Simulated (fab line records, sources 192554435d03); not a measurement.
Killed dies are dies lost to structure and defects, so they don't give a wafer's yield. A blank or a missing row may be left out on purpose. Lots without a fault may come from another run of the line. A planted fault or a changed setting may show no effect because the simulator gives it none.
Split-lot experiment | flow n5_finfet | 7 lots, 21 wafers read, on a route of 1938 steps

THE SPLIT
At N5_BEOL_M12_CMP_49 (polishes, stops on SiOC, t overpolish 20.6 s, target thk 320 nm), the setting down_force_psi was moved away from the recipe's 1 psi on 7 of the 21 wafers read, by -22.4% to +16.4%. The other wafers ran this setting at the recipe's value.

The reading is taken at the split's own step.

THE READING
barrier_field_endpoint_s, in s, at N5_BEOL_M12_CMP_49 (polishes, stops on SiOC, t overpolish 20.6 s, target thk 320 nm). Fault-free wafers of this fab line usually give 30.2 s, standard deviation 0.91 s.

wafer  | tool, chamber at the split | down_force_psi as run, psi | against the recipe | barrier_field_endpoint_s, s | against lot-mates on the recipe
L078.2 | cmp-02, 3                  | 0.9203                     | -8.0%              | 32.3                        | +2.2
L078.3 | cmp-02, 0                  | 1                          | recipe             | 30.5                        | -
L078.5 | cmp-02, 1                  | 1                          | recipe             | 29.6                        | -
L077.3 | cmp-01, 1                  | 1                          | recipe             | 30.5                        | -
L077.1 | cmp-01, 3                  | 1                          | recipe             | 30.3                        | -
L077.5 | cmp-01, 1                  | 0.8154                     | -18.5%             | 38.3                        | +7.9
L085.2 | cmp-01, 2                  | 1.064                      | +6.4%              | 29.4                        | -1.1
L085.4 | cmp-01, 1                  | 1.064                      | +6.4%              | 28.0                        | -2.5
L085.5 | cmp-01, 3                  | 1                          | recipe             | 30.5                        | -
L086.3 | cmp-02, 1                  | 0.7762                     | -22.4%             | 38.6                        | +7.8
L086.1 | cmp-02, 2                  | 1                          | recipe             | 29.8                        | -
L086.4 | cmp-02, 0                  | 1                          | recipe             | 31.9                        | -
L089.3 | cmp-04, 0                  | 1                          | recipe             | 29.9                        | -
L089.2 | cmp-04, 1                  | 1                          | recipe             | 28.8                        | -
L089.5 | cmp-04, 0                  | 1                          | recipe             | 30.9                        | -
L091.4 | cmp-04, 0                  | 1                          | recipe             | 30.4                        | -
L091.2 | cmp-04, 3                  | 1                          | recipe             | 30.0                        | -
L091.5 | cmp-04, 0                  | 1.164                      | +16.4%             | 26.0                        | -4.2
L095.3 | cmp-04, 2                  | 1                          | recipe             | 30.3                        | -
L095.1 | cmp-04, 0                  | 0.8389                     | -16.1%             | 36.4                        | +6.1
L095.6 | cmp-04, 2                  | 1                          | recipe             | 30.3                        | -

THE FIT
A straight line over all 21 wafers: barrier_field_endpoint_s changes by -0.351 s for each +1% of down_force_psi; r = -0.97; the points scatter about the line by 0.82 s.
The same after taking each lot's own level away (the mean of its wafers on the recipe; 21 wafers): -0.344 s for each +1%; r = -0.97; scatter 0.74 s.
On that fit, the largest move of down_force_psi shifts the reading by 7.7 s.
The lots' own levels span 29.87 to 30.85 s, that is 1.1 times the standard deviation above.
So the lot-to-lot level changes the slope little: the two slopes agree.
Check: with one of the wafers moved furthest among these (-22.4%) left out of the fit, the line predicts +7.94 s for it against its lot-mates. It came out at +7.75 s against them.
Tool readings at the split's step, against how far the setting was moved: barrier_field_endpoint_s r = -0.97.

OTHER SPLITS ON THESE WAFERS
These wafers also went through other splits before the reading. Each is held against what the fit with the lots' levels taken away leaves over:
other split on the same wafers | wafers away from the commonest value | r with barrier_field_endpoint_s (lot level and that fit taken away)
N5_BEOL_M5_ETCH_41 source_w    | 5                                    | +0.26
N5_BEOL_M6_PECVD_70 temp_c     | 7                                    | +0.21
N5_BEOL_M6_COAT_59 spin_rpm    | 7                                    | -0.09
N5_BEOL_M7_EXPOSE_25 dose_mj   | 11                                   | -0.03
N5_BEOL_M8_EXPOSE_25 dose_mj   | 9                                    | -0.09
N5_BEOL_M9_DESCUM_16 time_s    | 5                                    | +0.22
N5_BEOL_M9_ETCH_65 bias_w      | 8                                    | +0.16

THE FILE'S OWN FIT
barrier_field_endpoint_s changes by -0.349 s for each +1% of down_force_psi, r = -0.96.
